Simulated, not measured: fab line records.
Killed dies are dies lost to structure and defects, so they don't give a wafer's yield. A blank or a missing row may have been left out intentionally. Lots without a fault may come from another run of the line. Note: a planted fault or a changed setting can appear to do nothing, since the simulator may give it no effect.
Chamber matching / flow nandHarc / cmp-02 running NHARC_A_WL_FILL_CMP_12: 4 sister chambers
The step polishes, t overpolish 30 s, target thk 100 nm. 4 wafers are shown with their chamber, then 11 later ones without.

EACH WAFER AND ITS CHAMBER
wafer=L088.4; chamber=0; motorCurrentA (A)=13.7
wafer=L088.5; chamber=2; motorCurrentA (A)=12.5
wafer=L088.6; chamber=1; motorCurrentA (A)=12.5
wafer=L091.2; chamber=3; motorCurrentA (A)=10.4

WAFERS WITH NO CHAMBER GIVEN
wafer=L091.3; motorCurrentA (A)=12.9
wafer=L091.6; motorCurrentA (A)=12.2
wafer=L095.1; motorCurrentA (A)=12.2
wafer=L095.4; motorCurrentA (A)=10.6
wafer=L095.5; motorCurrentA (A)=12.5
wafer=L096.1; motorCurrentA (A)=11.8
wafer=L096.3; motorCurrentA (A)=10.3
wafer=L096.4; motorCurrentA (A)=13.5
wafer=L097.2; motorCurrentA (A)=13.2
wafer=L097.4; motorCurrentA (A)=12.2
wafer=L097.5; motorCurrentA (A)=10.9

WHICH CHAMBER EACH ONE RAN IN
wafer=L091.3; from the rows above=can't be placed: 1 or 2 or 0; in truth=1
wafer=L091.6; from the rows above=can't be placed: 1 or 2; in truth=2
wafer=L095.1; from the rows above=can't be placed: 1 or 2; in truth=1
wafer=L095.4; from the rows above=3; in truth=3
wafer=L095.5; from the rows above=can't be placed: 1 or 2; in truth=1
wafer=L096.1; from the rows above=can't be placed: 1 or 2 or 3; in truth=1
wafer=L096.3; from the rows above=3; in truth=3
wafer=L096.4; from the rows above=0; in truth=0
wafer=L097.2; from the rows above=can't be placed: 0 or 1 or 2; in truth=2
wafer=L097.4; from the rows above=can't be placed: 1 or 2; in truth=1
wafer=L097.5; from the rows above=3; in truth=3
Correctly placed: 4 of 11. Not placeable from these rows: 7 (in 7, the candidates include the true chamber). Placed wrongly: 0.
How it was worked out, from the rows above alone: a wafer's distance from a chamber is the root of the sum, over the readings, of the square of ((its reading less the chamber's mean) divided by the reading's scatter). The wafer belongs to the nearest chamber; if the next one is less than 2 further off, it can't be placed. For every chamber, the mean is computed from those of its wafers that are shown. The scatter: with one shown wafer a chamber, the root of the mean of the squares of how far each hidden wafer lies from its nearest shown one.
